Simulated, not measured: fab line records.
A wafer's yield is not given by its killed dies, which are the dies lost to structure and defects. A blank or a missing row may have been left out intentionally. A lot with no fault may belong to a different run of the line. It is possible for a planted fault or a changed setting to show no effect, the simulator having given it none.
Matching of chambers	flow n5_finfet	N5_BEOL_M0_SAQP_HM_DEP_111 on pecvd-02 has 3 sister chambers
The step deposits SiO2 from SiH4/N2O, target thk 12 nm, time 7.2 s. 6 wafers are shown with their chamber, then 7 later ones without.

WAFERS, EACH WITH ITS CHAMBER
wafer	chamber	heater_power_w (W)	showerhead_plenum_p_Torr (Torr)
L087.3	2	884	8.15
L091.1	1	655	8.10
L091.4	0	874	8.11
L091.5	2	883	8.19
L092.1	0	865	8.13
L092.2	1	662	8.12

WAFERS MISSING THEIR CHAMBER
wafer	heater_power_w (W)	showerhead_plenum_p_Torr (Torr)
L092.3	846	8.15
L094.1	989	8.20
L094.4	737	8.13
L094.5	716	8.12
L096.1	798	8.12
L096.2	700	8.10
L096.4	988	8.18

CHAMBER TAKEN BY EACH
wafer	from the rows above	in truth
L092.3	0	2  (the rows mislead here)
L094.1	2	2
L094.4	1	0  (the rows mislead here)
L094.5	1	1
L096.1	0	0
L096.2	1	1
L096.4	2	2
Placed correctly: 5 of 7. Can't be placed from these rows: 0. Placed wrongly: 2.
How it was worked out, from the rows above alone: a wafer's distance from a chamber is the root of the sum, over the readings, of the square of ((its reading less the chamber's mean) divided by the reading's scatter). If the next closest chamber is less than 2 further off than the closest, the wafer can't be placed; otherwise it belongs to the closest. The mean given for a chamber averages the wafers shown for that chamber. The scatter is the square root of a quotient: the sum, over the shown wafers, of each reading's squared deviation from its chamber's mean, divided by wafers minus chambers.
